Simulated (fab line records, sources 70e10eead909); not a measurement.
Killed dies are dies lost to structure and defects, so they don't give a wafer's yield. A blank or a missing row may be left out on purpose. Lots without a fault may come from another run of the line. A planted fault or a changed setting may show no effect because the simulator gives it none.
fab line records | flow nand_harc
record lots=24 wafers=72 last_day=33
route steps=1302 shown P_GATE@132 P_M1@298 P_BONDPAD@352
lots that met no fault: from a run of the same line without faults
start_h: hours from the record's first day to the start of the lot's first wafer shown | wait_h: hours since the lot's step before | " the same as in the row above | L1.1+2: a row that stands for several wafers | - no value, or no start given | * or withheld: withheld | < > ~ a bound
route shown NAME@n: a module of which the file shows steps, and the number in the route of the first | usual: mean/standard deviation of fault-free wafers | same: alike in all rows | chamber/n: place in a boat | sites: the reading at each site | _std_site: their standard deviation | _edge_site: outer sites' mean less inner sites' | radius_mm: how far each site lies from the wafer's centre | mask NAME#n: copy n | behind: the tool/chamber that last shaped the wafer | hold: why the lot was held/for how many hours/how that ended | device: the transistor (n, p or np) that didn't switch | end of line: the same wafers' tests at the end of the route | a step without rows: its recipe alone | killed: dies lost to structure and defects at the first sort, not the wafer's yield | map: a wafer's dies, x killed, . not, _ none there
set.NAME: the setting as run; set.NAME@STEP: as run at that earlier step | model.NAME: the simulator's own value behind a step, which no gauge read
steps of the route over a sample of lots; a table a step, a row a wafer
services: from which hour (start_h, from the record's first day; less than 0 if before it) a tool's chamber was out of use, for how many hours, and why
## steps
# step NHARC_P_GATE_DEP_103
# recipe target_thk_a=300 target_thk_nm=30 temp_c=400 flow_sccm=200 rf_w=350 material=SiON
# usual heater_power_w=745/88
# columns lot.wafer tool chamber start_h wait_h heater_power_w
L074.3 pecvd-01 2 97.15 0.4 611
L074.1 " 0 " " 738
L074.4 " 2 " " 618
L075.1 pecvd-01 2 115.29 0.6 669
L075.3 " 1 " " 719
L075.5 " 1 " " 715
L076.2 pecvd-01 1 122.93 0.5 748
L076.4 " 2 " " 655
L076.5 " 0 " " 840
L077.2 pecvd-03 2 127.57 0.4 843
L077.3 " 0 " " 787
L077.1 " 1 " " 657
L078.6 pecvd-03 1 133.44 0.1 675
L078.5 " 2 " " 792
L078.4 " 0 " " 803
L079.1 pecvd-01 2 148.34 0.6 594
L079.6 " 0 " " 816
L079.4 " 1 " " 692
L080.1 pecvd-03 2 159.20 0.6 836
L080.5 " 1 " " 644
L080.4 " 0 " " 820
L081.3 pecvd-04 2 164.14 0.4 814
L081.4 " 1 " " 559
L081.5 " 2 " " 791
L082.6 pecvd-03 2 175.85 0.1 764
L082.4 " 0 " " 774
L082.5 " 1 " " 698
L083.3 pecvd-01 0 188.85 0.4 814
L083.5 " 2 " " 677
L083.6 " 1 " " 658
L084.3 pecvd-04 2 193.37 0.3 680
L084.6 " 2 " " 671
L084.4 " 0 " " 768
L085.1 pecvd-04 0 203.40 0.6 795
L085.5 " 2 " " 828
L085.6 " 0 " " 791
L086.1 pecvd-01 2 214.74 0.6 666
L086.5 " 1 " " 732
L086.4 " 2 " " 661
L087.2 pecvd-04 0 226.02 0.5 826
L087.3 " 1 " " 689
L087.5 " 2 " " 728
L089.1 pecvd-03 0 245.45 0.6 827
L089.2 " 1 " " 699
L089.6 " 0 " " 825
L088.3 pecvd-03 1 246.09 0.4 645
L088.1 " 2 " " 786
L088.4 " 1 " " 638
L090.2 pecvd-01 2 265.23 0.5 675
L090.5 " 2 " " 674
L090.4 " 0 " " 858
L091.3 pecvd-03 2 271.12 0.3 800
L091.1 " 1 " " 665
L091.4 " 0 " " 759
L092.1 pecvd-03 2 277.35 0.6 779
L092.4 " 1 " " 656
L092.6 " 2 " " 763
L094.3 pecvd-03 2 297.22 0.4 780
L094.4 " 2 " " 781
L094.5 " 0 " " 898
L093.2 pecvd-03 1 297.89 0.5 708
L093.4 " 2 " " 795
L093.6 " 0 " " 867
L095.2 pecvd-03 1 316.37 0.5 614
L095.4 " 0 " " 842
L095.6 " 1 " " 636
L096.1 pecvd-04 2 323.18 0.6 760
L096.3 " 0 " " 802
L096.6 " 1 " " 591
L097.1 pecvd-04 1 336.58 0.6 562
L097.5 " 1 " " 594
L097.4 " 0 " " 955
# step NHARC_P_M1_DESCUM_14
# recipe time_s=3 o2_flow_sccm=200 ar_flow_sccm=0 bias_power_w=0 chemistry=O2
# usual drypump_motor_current_A=5.7/0.4 oes_product_au=1.004/0.0094 rf_vpp_V=57.9/0.91 showerhead_plenum_p_Torr=1.93/0.098 throttle_valve_pct=11.311/0.0084
# columns lot.wafer tool chamber start_h wait_h drypump_motor_current_A oes_product_au rf_hours_counter_h rf_vpp_V showerhead_plenum_p_Torr throttle_valve_pct
L074.3 rie_diel-06 0 126.79 0.1 5.3 1.001 14 57.5 1.87 11.302
L074.1 " 1 " " 5.7 0.996 14 58.1 1.98 11.304
L074.4 " 2 " " 5.1 0.999 14 58.5 2.05 11.313
L075.1 rie_diel-06 1 144.36 0.1 5.7 0.992 0 58.3 1.98 11.316
L075.3 " 2 " " 5.1 1.001 0 58.4 2.05 11.302
L075.5 " 0 " " 5.3 1.011 - 58.2 1.87 11.311
L076.2 rie_diel-03 0 154.11 0.1 5.1 1.002 3 58.8 1.83 11.310
L076.4 " 2 " " 5.9 1.016 3 58.8 2.03 11.313
L076.5 " 1 " " 6.0 1.009 - 55.9 1.81 11.312
L077.1 rie_diel-03 0 156.70 0.1 5.1 0.992 3 55.9 1.83 11.299
L077.3 " 1 " " 6.1 1.019 3 57.5 1.81 11.310
L077.2 " 2 " " 5.9 1.014 3 58.2 2.03 11.295
L078.4 rie_diel-13 0 163.21 0.1 5.6 0.983 52 59.1 2.02 11.323
L078.5 " 0 " " 5.6 0.989 - 59.0 2.02 11.308
L078.6 " 1 " " 5.6 0.999 - 58.6 1.85 11.315
L079.1 rie_diel-03 1 177.44 0.1 6.1 1.007 3 56.3 1.81 11.309
L079.4 " 3 " " 6.1 1.001 4 58.5 2.05 11.312
L079.6 " 2 " " 5.9 1.017 - 56.8 2.03 11.311
L080.1 rie_diel-03 0 188.03 0.1 5.1 1.000 5 56.8 1.83 11.325
L080.5 " 1 " " 6.1 1.017 - 56.3 1.81 11.314
L080.4 " 2 " " 5.9 1.020 - 58.6 2.03 11.307
L081.4 rie_diel-06 3 193.67 0.1 5.9 1.002 4 58.1 1.89 11.327
L081.3 " 1 " " 5.8 1.004 5 57.5 1.98 11.305
L081.5 " 3 " " 5.9 1.005 - 58.1 1.90 11.309
L082.4 rie_diel-03 0 204.41 0.1 5.1 0.995 5 57.5 1.82 11.321
L082.5 " 0 " " 5.1 0.997 - 56.9 1.82 11.300
L082.6 " 1 " " 6.1 1.022 - 56.7 1.81 11.308
L083.3 rie_diel-03 3 217.95 0.1 6.1 0.981 5 57.9 2.05 11.308
L083.6 " 2 " " 5.9 1.019 - 57.8 2.03 11.311
L083.5 " 3 " " 6.1 0.998 - 60.0 2.05 11.314
L084.3 rie_diel-03 3 222.50 0.1 6.1 0.995 5 57.3 2.05 11.315
L084.6 " 0 " " 5.1 1.003 - 57.6 1.82 11.313
L084.4 " 1 " " 6.1 1.006 - 57.2 1.81 11.307
L085.1 rie_diel-03 3 234.66 0.1 6.1 0.989 6 59.0 2.05 11.310
L085.6 " 3 " " 6.1 0.994 - 57.8 2.05 11.316
L085.5 " 2 " " 5.9 1.015 - 58.6 2.03 11.299
L086.1 rie_diel-03 2 243.98 0.1 5.9 1.008 7 57.3 2.03 11.307
L086.4 " 0 " " 5.1 1.005 6 55.3 1.82 11.320
L086.5 " 2 " " 5.9 1.017 - 57.8 2.03 11.304
L087.2 rie_diel-03 1 255.00 0.1 6.1 1.020 6 57.5 1.81 11.323
L087.3 " 3 " " 6.1 0.982 7 57.7 2.05 11.335
L087.5 " 2 " " 5.9 1.014 - 58.0 2.03 11.292
L089.1 rie_diel-06 2 276.10 0.1 5.1 0.992 13 58.2 2.04 11.300
L089.2 " 3 " " 6.0 1.004 12 57.8 1.89 11.313
L089.6 " 1 " " 5.7 1.000 - 59.3 1.98 11.319
L088.3 rie_diel-03 3 276.12 0.1 6.1 0.984 8 58.3 2.05 11.308
L088.1 " 0 " " 5.1 1.008 8 58.4 1.82 11.309
L088.4 " 1 " " 6.1 1.012 7 59.5 1.81 11.312
L090.2 rie_diel-03 1 296.62 0.1 6.1 1.013 0 56.6 1.81 11.302
L090.4 " 2 " " 5.9 1.004 0 57.4 2.03 11.322
L090.5 " 1 " " 6.1 1.023 - 57.4 1.81 11.299
L091.1 rie_diel-03 1 300.27 0.1 6.1 1.014 0 58.4 1.81 11.302
L091.4 " 3 " " 6.2 1.002 0 59.0 2.05 11.310
L091.3 " 0 " " 5.1 1.000 0 57.1 1.82 11.329
L092.1 rie_diel-03 3 309.51 0.1 6.1 1.011 2 59.0 2.05 11.314
L092.6 " 3 " " 6.1 1.003 - 59.2 2.05 11.315
L092.4 " 1 " " 6.1 1.019 - 57.5 1.81 11.298
L094.4 rie_diel-03 2 326.43 0.1 5.9 1.007 1 58.8 2.03 11.307
L094.3 " 3 " " 6.1 1.002 3 58.9 2.05 11.308
L094.5 " 2 " " 5.9 1.004 - 58.6 2.03 11.312
L093.4 rie_diel-06 1 327.27 0.1 5.7 1.008 1 57.8 1.97 11.322
L093.2 " 3 " " 6.0 0.997 1 57.5 1.89 11.320
L093.6 " 1 " " 5.7 1.000 - 57.5 1.97 11.320
L095.4 rie_diel-06 0 346.75 0.1 5.3 1.006 1 57.8 1.86 11.309
L095.2 " 1 " " 5.8 0.992 2 57.7 1.97 11.313
L095.6 " 0 " " 5.3 1.009 - 57.0 1.86 11.314
L096.3 rie_diel-06 1 353.13 0.1 5.7 0.990 3 58.2 1.97 11.312
L096.1 " 2 " " 5.1 1.003 2 59.0 2.04 11.309
L096.6 " 1 " " 5.7 1.006 - 57.3 1.97 11.316
L097.4 rie_diel-06 2 365.54 0.1 5.1 0.998 3 59.1 2.04 11.303
L097.1 " 1 " " 5.7 1.004 4 58.9 1.97 11.304
L097.5 " 2 " " 5.1 0.994 - 58.6 2.04 11.319
# step NHARC_P_M1_ANNEAL_31
# recipe temp_c=225 time_s=90
# usual wafer_temp_C_max=226.1/0.59
# columns lot.wafer tool chamber start_h wait_h wafer_temp_C_max
L074.1 rtp_anneal-01 0 128.57 - 225.9
L074.3 " 0 " " 225.9
L074.4 " 0 " " 225.8
L075.1 rtp_anneal-02 0 146.11 0.3 226.6
L075.3 " 0 " " 226.5
L075.5 " 0 " " 227.0
L076.2 rtp_anneal-02 0 155.91 - 226.9
L076.4 " 0 " " 226.4
L076.5 " 0 " " 226.5
L077.1 rtp_anneal-01 0 158.44 - 225.4
L077.2 " 0 " " 225.7
L077.3 " 0 " " 225.5
L078.4 rtp_anneal-01 0 165.15 - 225.5
L078.5 " 0 " " 225.5
L078.6 " 0 " " 225.2
L079.1 rtp_anneal-01 0 179.19 - 225.9
L079.4 " 0 " " 225.9
L079.6 " 0 " " 225.9
L080.1 rtp_anneal-02 0 189.82 - 226.7
L080.4 " 0 " " 226.5
L080.5 " 0 " " 226.4
L081.3 rtp_anneal-02 0 195.58 0.3 226.6
L081.4 " 0 " " 226.3
L081.5 " 0 " " 226.2
L082.4 rtp_anneal-01 0 206.39 - 225.5
L082.5 " 0 " " 225.3
L082.6 " 0 " " 225.1
L083.3 rtp_anneal-01 0 219.80 - 225.6
L083.5 " 0 " " 225.3
L083.6 " 0 " " 225.3
L084.3 rtp_anneal-01 0 224.41 0.3 225.6
L084.4 " 0 " " 225.7
L084.6 " 0 " " 225.8
L085.1 rtp_anneal-02 0 236.93 - 226.9
L085.5 " 0 " " 226.6
L085.6 " 0 " " 226.5
L086.1 rtp_anneal-01 0 245.92 0.3 225.9
L086.4 " 0 " " 225.6
L086.5 " 0 " " 225.7
L087.2 rtp_anneal-02 0 256.85 - 226.5
L087.3 " 0 " " 227.0
L087.5 " 0 " " 227.3
L089.1 rtp_anneal-01 0 277.84 - 225.1
L089.2 " 0 " " 225.8
L089.6 " 0 " " 225.9
L088.1 rtp_anneal-02 0 277.88 - 226.9
L088.3 " 0 " " 227.4
L088.4 " 0 " " 226.4
L090.2 rtp_anneal-02 0 298.44 0.3 227.0
L090.4 " 0 " " 226.6
L090.5 " 0 " " 226.7
L091.1 rtp_anneal-02 0 302.03 0.3 226.2
L091.3 " 0 " " 227.4
L091.4 " 0 " " 226.1
L092.1 rtp_anneal-01 0 311.63 0.3 225.6
L092.4 " 0 " " 225.9
L092.6 " 0 " " 226.0
L094.3 rtp_anneal-01 0 328.29 0.3 225.5
L094.4 " 0 " " 225.3
L094.5 " 0 " " 225.5
L093.2 rtp_anneal-01 0 329.07 0.4 225.7
L093.4 " 0 " " 225.5
L093.6 " 0 " " 225.6
L095.2 rtp_anneal-02 0 348.56 - 227.4
L095.4 " 0 " " 226.3
L095.6 " 0 " " 226.9
L096.1 rtp_anneal-01 0 354.86 - 225.5
L096.3 " 0 " " 225.4
L096.6 " 0 " " 225.3
L097.1 rtp_anneal-02 0 367.31 - 226.4
L097.4 " 0 " " 226.4
L097.5 " 0 " " 226.1
# step NHARC_P_BONDPAD_CMP_32
# recipe target_thk_nm=200 material=SiCN
# usual motor_current_A=11.3/0.92
# columns lot.wafer tool chamber start_h wait_h motor_current_A
L074.1 cmp-04 3 134.52 - 10.0
L074.3 " 0 " " 13.1
L074.4 " 2 " " 11.1
L075.3 cmp-01 1 152.06 - 10.6
L075.1 " 2 " " 11.1
L075.5 " 1 " " 9.8
L076.2 cmp-01 0 161.70 - 11.7
L076.4 " 2 " " 11.0
L076.5 " 0 " " 12.3
L077.1 cmp-01 1 164.40 - 10.0
L077.2 " 2 " " 11.4
L077.3 " 0 " " 11.6
L078.4 cmp-01 0 170.95 - 11.1
L078.6 " 3 " " 10.3
L078.5 " 0 " " 12.0
L079.4 cmp-04 3 185.16 - 10.7
L079.1 " 2 " " 11.8
L079.6 " 0 " " 12.4
L080.4 cmp-04 2 196.03 - 12.0
L080.1 " 3 " " 10.5
L080.5 " 1 " " 10.8
L081.3 cmp-03 2 201.42 - 12.5
L081.4 " 1 " " 12.2
L081.5 " 3 " " 11.9
L082.4 cmp-03 0 212.19 - 12.3
L082.6 " 0 " " 13.0
L082.5 " 1 " " 12.3
L083.3 cmp-01 1 225.72 - 10.2
L083.5 " 2 " " 10.4
L083.6 " 3 " " 10.1
L084.3 cmp-04 0 230.38 - 12.5
L084.4 " 1 " " 11.6
L084.6 " 1 " " 11.3
L085.1 cmp-04 1 242.91 - 11.6
L085.5 " 1 " " 10.8
L085.6 " 2 " " 11.7
L086.4 cmp-03 2 251.90 - 11.8
L086.1 " 3 " " 11.8
L086.5 " 1 " " 12.1
L087.3 cmp-04 2 262.91 - 11.9
L087.2 " 0 " " 13.2
L087.5 " 2 " " 11.0
L089.1 cmp-01 3 283.63 - 10.0
L089.2 " 1 " " 10.2
L089.6 " 3 " " 9.9
L088.1 cmp-04 1 283.81 - 11.4
L088.4 " 2 " " 11.5
L088.3 " 3 " " 10.6
L090.4 cmp-01 0 304.25 - 12.3
L090.2 " 1 " " 10.2
L090.5 " 2 " " 10.5
L091.3 cmp-03 2 307.86 - 12.3
L091.4 " 3 " " 11.3
L091.1 " 0 " " 12.4
L092.1 cmp-04 1 317.54 - 12.0
L092.4 " 2 " " 11.8
L092.6 " 1 " " 11.3
L094.4 cmp-04 2 334.21 - 11.1
L094.3 " 3 " " 10.4
L094.5 " 1 " " 11.2
L093.2 cmp-04 2 335.22 - 11.8
L093.4 " 3 " " 10.2
L093.6 " 1 " " 11.5
L095.2 cmp-04 1 354.46 - 11.8
L095.4 " 2 " " 11.6
L095.6 " 2 " " 11.8
L096.1 cmp-01 2 360.88 - 11.5
L096.3 " 1 " " 10.5
L096.6 " 3 " " 10.2
L097.1 cmp-01 1 373.27 - 10.2
L097.4 " 3 " " 10.1
L097.5 " 0 " " 12.2
# step NHARC_P_BONDPAD_ETCH_12
# recipe target_depth_a=2000 time_s=100 chf3_flow_sccm=50 o2_flow_sccm=10 ar_flow_sccm=200 rf_w=500 bias_w=200 chemistry=CHF3/O2
# usual drypump_motor_current_A=5.7/0.52 oes_product_au=0.933/0.022 rf_vpp_V=371.0/2.3 showerhead_plenum_p_Torr=2.42/0.094 throttle_valve_pct=20.572/0.0084
# columns lot.wafer tool chamber start_h wait_h drypump_motor_current_A oes_product_au rf_hours_counter_h rf_vpp_V showerhead_plenum_p_Torr throttle_valve_pct
L074.4 rie_diel-12 1 - - 6.0 0.926 1.0 372.9 2.48 20.582
L074.3 " 2 " " 5.4 0.911 1.0 369.7 2.32 20.581
L074.1 " 0 " " 5.2 0.914 0.9 370.9 2.45 20.567
L075.1 rie_diel-12 0 - - 5.2 0.919 1.6 371.8 2.45 20.577
L075.3 " 1 " " 6.0 0.922 1.5 372.1 2.48 20.568
L075.5 " 3 " " 6.6 0.917 - 369.9 2.36 20.583
L076.4 rie_diel-12 1 - - 6.0 0.923 1.6 371.3 2.48 20.577
L076.2 " 2 " " 5.5 0.915 1.6 368.8 2.32 20.571
L076.5 " 0 " " 5.2 0.911 - 373.0 2.45 20.574
L077.2 rie_diel-12 0 - - 5.2 0.904 1.8 372.6 2.45 20.572
L077.3 " 1 " " 6.0 0.933 1.7 373.3 2.48 20.577
L077.1 " 2 " " 5.5 0.909 1.7 368.1 2.32 20.572
L078.4 rie_diel-12 1 - - 6.0 0.923 1.8 372.7 2.48 20.583
L078.5 " 0 " " 5.2 0.899 - 370.7 2.45 20.562
L078.6 " 1 " " 6.0 0.916 - 373.0 2.48 20.576
L079.1 rie_diel-05 3 - - 5.0 0.924 8.8 374.3 2.53 20.566
L079.4 " 1 " " 5.4 0.925 8.3 368.1 2.25 20.575
L079.6 " 3 " " 5.0 0.918 - 373.3 2.53 20.567
L080.1 rie_diel-05 0 - - 5.6 0.931 9.1 369.1 2.34 20.568
L080.4 " 1 " " 5.3 0.920 8.6 365.9 2.25 20.587
L080.5 " 3 " " 5.0 0.936 - 373.3 2.53 20.569
L081.3 rie_diel-10 1 - - 4.9 0.960 6.8 373.5 2.53 20.560
L081.4 " 3 " " 6.1 0.974 7.6 369.5 2.31 20.572
L081.5 " 0 " " 6.2 0.985 - 375.3 2.58 20.563
L082.4 rie_diel-12 3 - - 6.7 0.930 3.9 369.6 2.36 20.584
L082.6 " 0 " " 5.2 0.914 - 372.7 2.45 20.568
L082.5 " 1 " " 6.0 0.920 - 372.3 2.48 20.567
L083.3 rie_diel-05 2 - - 6.2 0.940 9.4 369.2 2.42 20.567
L083.5 " 0 " " 5.6 0.921 - 369.4 2.34 20.583
L083.6 " 1 " " 5.3 0.919 - 365.2 2.25 20.581
L084.3 rie_diel-10 3 - - 6.1 0.961 8.8 368.2 2.30 20.567
L084.4 " 1 " " 5.0 0.953 7.9 374.5 2.53 20.565
L084.6 " 3 " " 6.1 0.957 - 369.3 2.30 20.568
L085.1 rie_diel-12 1 - - 6.0 0.959 4.5 371.6 2.48 20.568
L085.6 " 1 " " 6.0 0.955 - 372.3 2.48 20.567
L085.5 " 2 " " 5.4 0.966 - 369.1 2.32 20.574
L086.4 rie_diel-10 0 - - 6.2 0.985 0.0 374.7 2.58 20.567
L086.1 " 2 " " 5.7 0.949 0.0 369.2 2.37 20.584
L086.5 " 1 " " 5.0 0.968 - 372.4 2.53 20.558
L087.2 rie_diel-12 0 - - 5.2 0.916 4.9 372.0 2.45 20.577
L087.3 " 2 " " 5.5 0.908 5.3 367.5 2.32 20.583
L087.5 " 0 " " 5.2 0.923 - 370.4 2.45 20.562
L089.1 rie_diel-12 1 - - 6.0 0.957 0.1 370.4 2.47 20.592
L089.2 " 0 " " 5.2 0.994 0.2 371.1 2.45 20.593
L089.6 " 2 " " 5.5 0.951 - 367.7 2.32 20.578
L088.1 rie_diel-05 2 - - 6.3 0.921 4.1 370.3 2.42 20.572
L088.3 " 0 " " 5.6 0.916 4.5 370.1 2.33 20.584
L088.4 " 1 " " 5.3 0.919 3.8 367.7 2.24 20.566
L090.2 rie_diel-05 3 - - 5.0 0.920 5.5 372.9 2.53 20.562
L090.4 " 0 " " 5.6 0.898 5.0 370.2 2.33 20.562
L090.5 " 3 " " 5.0 0.921 - 374.9 2.53 20.582
L091.1 rie_diel-10 2 - - 5.6 0.929 3.5 371.1 2.37 20.560
L091.3 " 3 " " 6.1 0.916 3.6 369.0 2.30 20.575
L091.4 " 0 " " 6.2 0.934 3.4 374.6 2.58 20.590
L092.4 rie_diel-10 3 - - 6.1 0.966 3.7 368.4 2.30 20.571
L092.1 " 1 " " 5.0 0.968 2.3 372.5 2.53 20.585
L092.6 " 2 " " 5.6 0.976 - 370.3 2.37 20.574
L094.4 rie_diel-10 0 - - 6.2 0.935 4.6 375.4 2.58 20.574
L094.3 " 2 " " 5.6 0.927 4.6 372.1 2.37 20.579
L094.5 " 0 " " 6.2 0.940 - 375.8 2.57 20.565
L093.2 rie_diel-05 3 - - 5.0 0.922 7.8 374.1 2.53 20.571
L093.4 " 0 " " 5.6 0.916 7.1 370.5 2.33 20.573
L093.6 " 3 " " 5.1 0.929 - 374.3 2.53 20.572
L095.2 rie_diel-12 1 - - 6.0 0.920 1.6 371.3 2.47 20.580
L095.4 " 0 " " 5.3 0.926 2.6 369.8 2.45 20.575
L095.6 " 2 " " 5.5 0.923 - 367.5 2.32 20.577
L096.1 rie_diel-12 1 - - 6.0 0.918 1.8 372.2 2.47 20.555
L096.3 " 0 " " 5.3 0.928 2.8 371.1 2.45 20.583
L096.6 " 2 " " 5.5 0.906 - 368.8 2.32 20.570
L097.4 rie_diel-10 1 - - 5.0 0.939 5.2 372.9 2.52 20.567
L097.1 " 2 " " 5.6 0.932 6.4 370.6 2.37 20.570
L097.5 " 0 " " 6.2 0.948 - 375.9 2.57 20.577
# step NHARC_P_BONDPAD_STRIP_15
# recipe o2_flow_sccm=500 ar_flow_sccm=0 bias_w=0 chemistry=O2
# usual drypump_motor_current_A=5.7/0.53 oes_product_au=0.998/0.01 rf_vpp_V=57.7/0.86 showerhead_plenum_p_Torr=3.53/0.14 throttle_valve_pct=17.037/0.009
# columns lot.wafer tool chamber start_h wait_h drypump_motor_current_A oes_product_au rf_hours_counter_h rf_vpp_V showerhead_plenum_p_Torr throttle_valve_pct
L074.1 rie_diel-05 1 135.94 0.1 5.3 0.988 4.7 56.8 3.31 17.042
L074.3 " 3 " " 5.0 1.007 4.2 58.6 3.72 17.034
L074.4 " 0 " " 5.6 0.998 4.4 58.5 3.44 17.036
L075.3 rie_diel-05 2 153.34 0.1 6.2 0.999 6.5 57.7 3.56 17.028
L075.1 " 3 " " 5.0 1.010 6.0 57.9 3.72 17.036
L075.5 " 2 " " 6.3 1.016 - 56.6 3.56 17.042
L076.2 rie_diel-10 2 163.09 0.1 5.6 0.993 4.4 58.4 3.49 17.037
L076.4 " 0 " " 6.2 1.025 4.6 59.0 3.78 17.024
L076.5 " 3 " " 6.1 1.001 - 57.4 3.39 17.018
L077.1 rie_diel-05 1 165.71 0.1 5.3 0.984 7.0 57.3 3.31 17.038
L077.2 " 2 " " 6.3 1.011 7.2 58.0 3.56 17.028
L077.3 " 3 " " 5.0 1.006 6.7 57.8 3.72 17.029
L078.4 rie_diel-05 2 172.40 0.1 6.3 1.002 7.8 57.9 3.56 17.031
L078.5 " 0 " " 5.6 0.997 - 58.4 3.43 17.030
L078.6 " 1 " " 5.3 0.997 - 56.6 3.31 17.030
L079.4 rie_diel-10 2 186.48 0.1 5.7 0.996 6.4 56.4 3.49 17.051
L079.1 " 3 " " 6.1 1.003 6.0 57.5 3.39 17.057
L079.6 " 1 " " 5.0 0.998 - 57.8 3.71 17.046
L080.1 rie_diel-12 3 197.44 0.1 6.7 1.011 3.2 58.4 3.46 17.031
L080.4 " 0 " " 5.3 0.998 3.1 57.7 3.59 17.037
L080.5 " 3 " " 6.7 1.013 - 59.0 3.46 17.044
L081.4 rie_diel-05 2 202.71 0.1 6.3 1.002 8.9 57.4 3.55 17.032
L081.3 " 0 " " 5.6 0.996 9.2 57.7 3.43 17.042
L081.5 " 3 " " 5.0 1.007 - 58.9 3.72 17.042
L082.4 rie_diel-05 1 213.66 0.1 5.3 0.981 8.9 56.9 3.30 17.041
L082.6 " 2 " " 6.3 0.999 - 57.1 3.56 17.038
L082.5 " 3 " " 5.0 0.999 - 58.5 3.72 17.053
L083.3 rie_diel-05 2 227.07 0.1 6.3 1.005 9.4 58.3 3.55 17.030
L083.6 " 2 " " 6.3 1.003 - 59.1 3.55 17.043
L083.5 " 3 " " 5.0 0.998 - 58.2 3.72 17.030
L084.3 rie_diel-12 2 231.80 0.1 5.5 0.975 4.5 57.4 3.41 17.040
L084.4 " 0 " " 5.2 0.990 4.3 56.9 3.60 17.044
L084.6 " 2 " " 5.5 0.986 - 57.2 3.41 17.024
L085.1 rie_diel-12 1 244.36 0.1 6.0 0.993 4.6 56.5 3.63 17.041
L085.6 " 3 " " 6.7 0.997 - 56.6 3.46 17.043
L085.5 " 0 " " 5.2 0.989 - 57.1 3.59 17.033
L086.1 rie_diel-05 3 253.16 0.1 5.0 1.001 1.4 56.8 3.72 17.036
L086.4 " 0 " " 5.6 0.966 1.5 57.5 3.43 17.037
L086.5 " 2 " " 6.2 1.010 - 57.3 3.55 17.043
L087.3 rie_diel-12 0 264.32 0.1 5.2 0.999 5.0 57.2 3.59 17.032
L087.2 " 3 " " 6.7 1.002 5.4 56.8 3.46 17.030
L087.5 " 0 " " 5.3 1.002 - 56.6 3.59 17.041
L089.2 rie_diel-12 0 285.06 0.1 5.2 0.996 0.2 57.6 3.59 17.036
L089.1 " 2 " " 5.5 0.984 0.2 57.9 3.41 17.044
L089.6 " 0 " " 5.3 0.994 - 57.6 3.59 17.037
L088.1 rie_diel-10 1 285.22 0.1 5.0 1.003 1.2 58.4 3.71 17.041
L088.4 " 3 " " 6.1 0.986 2.9 57.9 3.39 17.042
L088.3 " 0 " " 6.2 1.013 2.7 57.9 3.78 17.034
L090.4 rie_diel-05 2 305.62 0.1 6.3 1.004 4.8 57.0 3.55 17.027
L090.2 " 0 " " 5.6 0.985 5.0 56.4 3.43 17.033
L090.5 " 3 " " 5.0 0.991 - 58.9 3.71 17.052
L091.3 rie_diel-12 0 309.26 0.1 5.2 1.017 1.1 60.0 3.59 17.032
L091.1 " 3 " " 6.7 1.011 1.0 56.4 3.46 17.040
L091.4 " 0 " " 5.2 1.017 - 58.7 3.59 17.038
L092.1 rie_diel-05 2 318.85 0.1 6.3 1.003 5.5 58.0 3.55 17.031
L092.4 " 3 " " 5.0 0.992 6.8 58.3 3.71 17.032
L092.6 " 3 " " 5.0 1.001 - 58.7 3.71 17.034
L094.4 rie_diel-12 1 335.60 0.1 6.0 0.990 0.8 57.7 3.63 17.051
L094.3 " 2 " " 5.5 0.982 1.6 58.8 3.41 17.026
L094.5 " 1 " " 6.0 0.986 - 57.3 3.63 17.040
L093.4 rie_diel-12 2 336.48 0.1 5.5 0.979 1.7 59.0 3.41 17.032
L093.2 " 0 " " 5.3 1.000 1.8 58.0 3.59 17.045
L093.6 " 1 " " 6.0 0.995 - 58.4 3.63 17.038
L095.2 rie_diel-10 1 355.79 0.1 5.0 0.989 4.2 57.0 3.70 17.039
L095.4 " 2 " " 5.6 1.000 5.3 56.8 3.48 17.059
L095.6 " 3 " " 6.1 0.996 - 57.0 3.39 17.019
L096.1 rie_diel-05 3 362.29 0.1 5.0 0.997 9.5 59.1 3.71 17.034
L096.3 " 2 " " 6.2 1.010 7.5 57.9 3.55 17.020
L096.6 " 3 " " 5.0 0.999 - 57.0 3.71 17.050
L097.1 rie_diel-12 3 374.66 0.1 6.7 1.013 2.8 58.9 3.46 17.049
L097.4 " 2 " " 5.5 0.999 2.8 57.5 3.41 17.018
L097.5 " 0 " " 5.2 1.006 - 59.0 3.59 17.029
## services
# columns tool chamber start_h hours kind
rie_diel-12 - 91.40 9.0 pm
rie_diel-10 1 96.19 6.3 repair
rie_diel-05 1 101.12 6.5 repair
rie_diel-03 - 104.30 9.0 pm
rie_diel-05 2 107.74 5.0 repair
cmp-04 - 111.00 4.0 pm
rie_diel-03 1 116.00 6.8 repair
cmp-04 - 119.51 0.6 repair
cmp-04 - 124.55 0.5 repair
rie_diel-03 1 169.93 6.0 repair
rie_diel-03 3 184.88 14.9 repair
rie_diel-03 2 219.86 4.2 repair
rie_diel-05 0 228.13 5.4 repair
rie_diel-05 - 229.80 9.0 pm
rie_diel-03 0 230.78 4.5 repair
rie_diel-03 0 252.70 7.2 repair
rie_diel-12 2 267.40 1.3 repair
rie_diel-12 - 268.40 9.0 pm
rie_diel-12 1 278.68 3.4 repair
rie_diel-03 - 281.30 9.0 pm
rie_diel-12 1 291.57 20.1 repair
rie_diel-03 2 302.23 9.1 repair
rie_diel-12 1 366.14 4.2 repair
rtp_anneal-01 - 372.00 12.0 pm
## key
fault none
